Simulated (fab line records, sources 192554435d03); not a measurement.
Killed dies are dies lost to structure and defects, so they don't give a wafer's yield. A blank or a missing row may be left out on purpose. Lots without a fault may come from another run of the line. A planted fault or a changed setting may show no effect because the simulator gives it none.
Which tool did it? | flow n5_finfet | 8 lots, 22 wafers sampled, at 7 steps of a route of 1938

WHAT THE GAUGES READ, wafer by wafer
N5_BEOL_M0_RS_MEAS_126: measures by four-point-probe.
lot  | measured     | on            | M0_RS (ohm/sq)
L270 | day 7 06:54  | film_metro-02 | 0.511 0.540 0.552
L275 | day 7 14:25  | film_metro-01 | 0.670 0.615 0.659
L276 | day 7 22:41  | film_metro-01 | 0.731 0.653 0.699
L277 | day 7 23:26  | film_metro-01 | 0.559 0.520
L278 | day 8 07:50  | film_metro-01 | 0.531 0.566 0.554
L287 | day 10 17:29 | film_metro-01 | 0.531 0.524 0.537
L289 | day 11 09:56 | film_metro-01 | 0.517 0.532 0.513
L291 | day 12 04:24 | film_metro-02 | 0.537 0.541

N5_BEOL_M4_RC_MEAS_101.
lot  | measured     | on        | DIBL_N (mV/V)  | DIBL_P (mV/V)  | IOFF_N (nA/um) | IOFF_P (nA/um) | ION_N (uA/um) | ION_P (uA/um) | SS_N (mV/dec)  | SS_P (mV/dec)  | VT_N (mV)   | VT_P (mV)
L270 | day 8 21:14  | prober-01 | 33.9 32.7 35.4 | 33.3 31.5 35.5 | 0.14 0.12 0.15 | 0.19 0.17 0.21 | 673 665 683   | 461 459 467   | 71.0 70.9 70.4 | 73.1 72.2 72.8 | 248 252 249 | -250 -253 -249
L275 | day 9 15:16  | prober-02 | 36.0 36.5 37.4 | 36.1 37.2 38.2 | 0.16 0.17 0.18 | 0.22 0.23 0.25 | 680 685 682   | 466 469 469   | 71.1 71.6 72.0 | 73.6 73.7 74.6 | 250 247 248 | -249 -246 -248
L276 | day 9 22:01  | prober-01 | 34.9 34.2 36.1 | 34.8 34.3 35.9 | 0.15 0.13 0.17 | 0.19 0.19 0.21 | 675 670 683   | 465 454 465   | 71.7 71.1 72.0 | 73.6 73.6 73.6 | 249 251 249 | -253 -250 -251
L277 | day 9 18:01  | prober-01 | 37.9 38.0      | 40.0 40.4      | 0.17 0.19      | 0.19 0.20      | 677 688       | 452 453       | 72.1 72.6      | 74.2 74.5      | 251 248     | -259 -258
L278 | day 10 14:33 | prober-01 | 35.2 36.2 35.6 | 36.6 37.4 35.9 | 0.13 0.15 0.14 | 0.20 0.22 0.18 | 650 667 665   | 455 455 458   | 71.3 71.1 71.6 | 74.1 72.5 73.0 | 254 251 254 | -251 -250 -254
L287 | day 12 16:13 | prober-02 | 39.7 36.6 36.5 | 41.2 37.7 37.4 | 0.23 0.15 0.15 | 0.28 0.22 0.20 | 703 672 681   | 477 469 469   | 72.0 71.9 71.9 | 73.9 73.8 72.5 | 244 249 249 | -247 -250 -250
L289 | day 13 18:41 | prober-02 | 36.4 37.2 38.1 | 37.7 38.2 39.5 | 0.16 0.18 0.20 | 0.22 0.23 0.25 | 681 680 699   | 469 464 476   | 71.8 71.8 71.8 | 73.6 74.4 74.7 | 249 249 245 | -251 -252 -249
L291 | day 14 09:19 | prober-02 | 40.8 36.5      | 43.6 37.9      | 0.28 0.16      | 0.32 0.22      | 701 672       | 481 462       | 72.3 72.2      | 74.5 72.9      | 241 253     | -247 -250

WHICH TOOL RAN EACH LOT (tool, then ch and the chambers of the sampled wafers, then the start)
lot  | N5_MOL_CONTACT_COAG_DESCUM_45     | N5_MOL_CONTACT_COAG_ETCH_67        | N5_BEOL_M0_SAQP_PECVD_00       | N5_BEOL_M0_SAQP_PECVD_03        | N5_BEOL_M0_ETCH_109
L270 | rie_diel-05 ch 1,2, day 5 06:48   | rie_diel-01 ch 3, day 5 07:28      | pecvd-04 ch 0,2, day 6 07:41   | pecvd-01 ch 0,2, day 6 09:50    | rie_diel-05 ch 0,1,2, day 7 00:32
L275 | rie_diel-01 ch 1,2, day 6 19:14   | rie_diel-01 ch 1,2,3, day 6 19:38  | pecvd-01 ch 0,2, day 7 00:28   | pecvd-03 ch 0,1,2, day 7 00:40  | rie_diel-01 ch 0,1, day 7 10:14
L276 | rie_diel-01 ch 1,2,3, day 7 03:55 | rie_diel-01 ch 0,3, day 7 04:25    | pecvd-03 ch 1,2, day 7 09:02   | pecvd-03 ch 0,1,2, day 7 09:29  | rie_diel-05 ch 0,1,3, day 7 19:41
L277 | rie_diel-05 ch 0,3, day 7 05:07   | rie_diel-01 ch 1,2, day 7 05:29    | pecvd-01 ch 0,1, day 7 12:02   | pecvd-01 ch 0, day 7 13:44      | rie_diel-05 ch 0,1, day 7 20:50
L278 | rie_diel-06 ch 0,1,2, day 7 11:47 | rie_diel-01 ch 0,2,3, day 7 12:13  | pecvd-03 ch 0,1,2, day 7 16:50 | pecvd-01 ch 0,1,2, day 7 19:40  | rie_diel-05 ch 0,2,3, day 8 04:51
L287 | rie_diel-05 ch 0,2, day 9 18:55   | rie_diel-06 ch 1,2, day 9 19:16    | pecvd-03 ch 1,2, day 9 23:53   | pecvd-04 ch 0,2, day 10 03:27   | rie_diel-06 ch 1,2, day 10 13:37
L289 | rie_diel-06 ch 0,2, day 10 11:28  | rie_diel-05 ch 1,2,3, day 10 12:17 | pecvd-03 ch 0,2, day 10 16:56  | pecvd-04 ch 0,1,2, day 10 17:14 | rie_diel-06 ch 0,3, day 11 05:55
L291 | rie_diel-06 ch 3, day 11 03:26    | rie_diel-01 ch 3, day 11 03:49     | pecvd-03 ch 0,1, day 11 11:29  | pecvd-04 ch 0,1, day 11 14:52   | rie_diel-05 ch 0,2, day 12 00:21
- N5_MOL_CONTACT_COAG_DESCUM_45: chemistry O2, time 7 s.
- N5_MOL_CONTACT_COAG_ETCH_67: etches SOC in N2/H2, target depth 60 nm, overetch 21 nm, time 101.2 s.
- N5_BEOL_M0_SAQP_PECVD_00: deposits SiCN from 3MS/NH3, target thk 8 nm, time 14 s.
- N5_BEOL_M0_SAQP_PECVD_03: deposits SiCN from 3MS/NH3, target thk 12 nm, time 21.1 s.
- N5_BEOL_M0_ETCH_109: etches SiCN in CH3F/O2, target depth 8 nm, overetch 2.4 nm, time 27.4 s.

WHAT THE TOOLS THEMSELVES READ (means of the sampled wafers that have a number; where no wafer has one, the mark that the record gives instead)
N5_MOL_CONTACT_COAG_DESCUM_45.
lot  | tool        | drypump_motor_current_A (A) | oes_product_au (a.u.) | rf_vpp_V (V) | showerhead_plenum_p_Torr (Torr) | throttle_valve_pct (%)
L270 | rie_diel-05 | 5.9                         | 0.96                  | 242.7        | 2.05                            | 20.46
L275 | rie_diel-01 | 5.3                         | 0.92                  | 244.0        | 2.15                            | 20.37
L276 | rie_diel-01 | 5.5                         | 0.84                  | 244.5        | 2.15                            | 20.49
L277 | rie_diel-05 | 6.0                         | 0.75                  | 244.1        | 2.13                            | 20.29
L278 | rie_diel-06 | 5.5                         | 0.78                  | 244.1        | 2.10                            | 20.42
L287 | rie_diel-05 | 5.8                         | 0.81                  | 242.8        | 2.09                            | 20.30
L289 | rie_diel-06 | 5.3                         | 0.80                  | 245.1        | 2.17                            | 20.41
L291 | rie_diel-06 | 5.1                         | 0.93                  | 243.6        | 2.16                            | 20.45

N5_MOL_CONTACT_COAG_ETCH_67.
lot  | tool        | drypump_motor_current_A (A) | oes_product_au (a.u.) | rf_vpp_V (V) | showerhead_plenum_p_Torr (Torr) | throttle_valve_pct (%)
L270 | rie_diel-01 | 5.6                         | 0.59                  | 527.1        | 2.63                            | 17.96
L275 | rie_diel-01 | 5.5                         | 0.70                  | 525.2        | 2.60                            | 17.75
L276 | rie_diel-01 | 5.5                         | 0.69                  | 526.0        | 2.59                            | 17.71
L277 | rie_diel-01 | 5.5                         | 0.75                  | 524.6        | 2.58                            | 17.64
L278 | rie_diel-01 | 5.3                         | 0.70                  | 525.2        | 2.59                            | 17.71
L287 | rie_diel-06 | 5.9                         | 0.63                  | 522.1        | 2.50                            | 17.87
L289 | rie_diel-05 | 6.0                         | 0.74                  | 523.0        | 2.52                            | 17.81
L291 | rie_diel-01 | 5.6                         | 0.56                  | 525.4        | 2.60                            | 18.06

N5_BEOL_M0_SAQP_PECVD_00.
lot  | tool     | chamber_pressure_Torr (Torr) | rf_fwd_power_W (W) | showerhead_plenum_p_Torr (Torr) | showerhead_vpp_V (V) | throttle_valve_pct (%)
L270 | pecvd-04 | 2.998                        | 198.9              | 3.664                           | 918                  | 8.8
L275 | pecvd-01 | -                            | -                  | -                               | -                    | -
L276 | pecvd-03 | -                            | -                  | -                               | -                    | -
L277 | pecvd-01 | 2.996                        | 198.3              | 3.648                           | 884                  | 9.4
L278 | pecvd-03 | 2.996                        | 197.4              | 3.668                           | 871                  | 9.0
L287 | pecvd-03 | 2.998                        | 197.8              | 3.678                           | 909                  | 9.0
L289 | pecvd-03 | 3.003                        | 197.2              | 3.665                           | 842                  | 9.0
L291 | pecvd-03 | 3.005                        | 197.9              | 3.684                           | 876                  | 9.1

N5_BEOL_M0_SAQP_PECVD_03.
lot  | tool     | chamber_pressure_Torr (Torr) | rf_fwd_power_W (W) | showerhead_plenum_p_Torr (Torr) | showerhead_vpp_V (V) | throttle_valve_pct (%)
L270 | pecvd-01 | 3.004                        | 199.7              | 3.653                           | 805                  | 9.0
L275 | pecvd-03 | 2.996                        | 198.6              | 3.672                           | 876                  | 9.2
L276 | pecvd-03 | 3.003                        | 198.2              | 3.670                           | 881                  | 9.0
L277 | pecvd-01 | 3.005                        | 198.1              | 3.658                           | 877                  | 8.7
L278 | pecvd-01 | 3.005                        | 198.9              | 3.647                           | 849                  | 9.3
L287 | pecvd-04 | 3.001                        | 199.1              | 3.668                           | 916                  | 8.9
L289 | pecvd-04 | 2.995                        | 199.3              | 3.675                           | 901                  | 8.9
L291 | pecvd-04 | 3.008                        | 198.3              | 3.675                           | 868                  | 9.3

N5_BEOL_M0_ETCH_109.
lot  | tool        | O2_flow_sccm (sccm) | drypump_motor_current_A (A) | oes_product_au (a.u.) | rf_vpp_V (V) | showerhead_plenum_p_Torr (Torr) | throttle_valve_pct (%)
L270 | rie_diel-05 | 19.99               | 5.8                         | 0.75                  | 297.9        | 1.97                            | 16.16
L275 | rie_diel-01 | 19.95               | 5.9                         | 0.32                  | 297.8        | 2.03                            | 16.22
L276 | rie_diel-05 | 20.04               | 6.0                         | 0.30                  | 297.1        | 2.01                            | 16.25
L277 | rie_diel-05 | 20.02               | 5.8                         | 0.74                  | 296.5        | 1.98                            | 16.11
L278 | rie_diel-05 | 20.02               | 5.9                         | 0.66                  | 297.3        | 2.01                            | 16.29
L287 | rie_diel-06 | 19.99               | 5.9                         | 0.63                  | 296.6        | 1.97                            | 16.32
L289 | rie_diel-06 | 20.08               | 5.2                         | 0.74                  | 297.6        | 2.03                            | 16.31
L291 | rie_diel-05 | 19.95               | 5.8                         | 0.68                  | 296.4        | 1.98                            | 16.23

THE ANSWER, worked out from the rows above alone
Rule: what is usual is taken from the lots themselves. Put in order of their means at a reading, lots are off if they are a third of the lots or fewer, leave a main group of 4 or more, and stand apart from it by a gap of 3 or more times the standard deviation of the main group's means; of several such gaps the widest counts. A main group whose means are all the same, to the digits that the tables above print for the reading, isn't used. A lot without any number at a reading at which 4 lots or more have one is off too. The other lots that the step has rows for count as sound. The gauges are gone through in route order, then the tools' own readings, and for those a lot's mean is taken as printed above. The first step at which some lot is off is used, and at that step the reading that is off furthest; a lot without a number counts as furthest.
Off: L275, L276, at N5_BEOL_M0_RS_MEAS_126 (M0_RS). The main group: mean 0.536 ohm/sq, standard deviation 0.0091.
A tool fits if, at a process step before that reading, it ran every lot that is off, and no sound lot after the first of them. The gauges at N5_BEOL_M0_RS_MEAS_126 aren't tried: what is off there is off at N5_BEOL_M0_SAQP_PECVD_00 too, on other tools, and a gauge's error can't cause that. Can't be told from this: 2 tools fit, rie_diel-01 at N5_MOL_CONTACT_COAG_DESCUM_45, pecvd-03 at N5_BEOL_M0_SAQP_PECVD_03.

WHAT THE SIMULATOR HAD PUT IN
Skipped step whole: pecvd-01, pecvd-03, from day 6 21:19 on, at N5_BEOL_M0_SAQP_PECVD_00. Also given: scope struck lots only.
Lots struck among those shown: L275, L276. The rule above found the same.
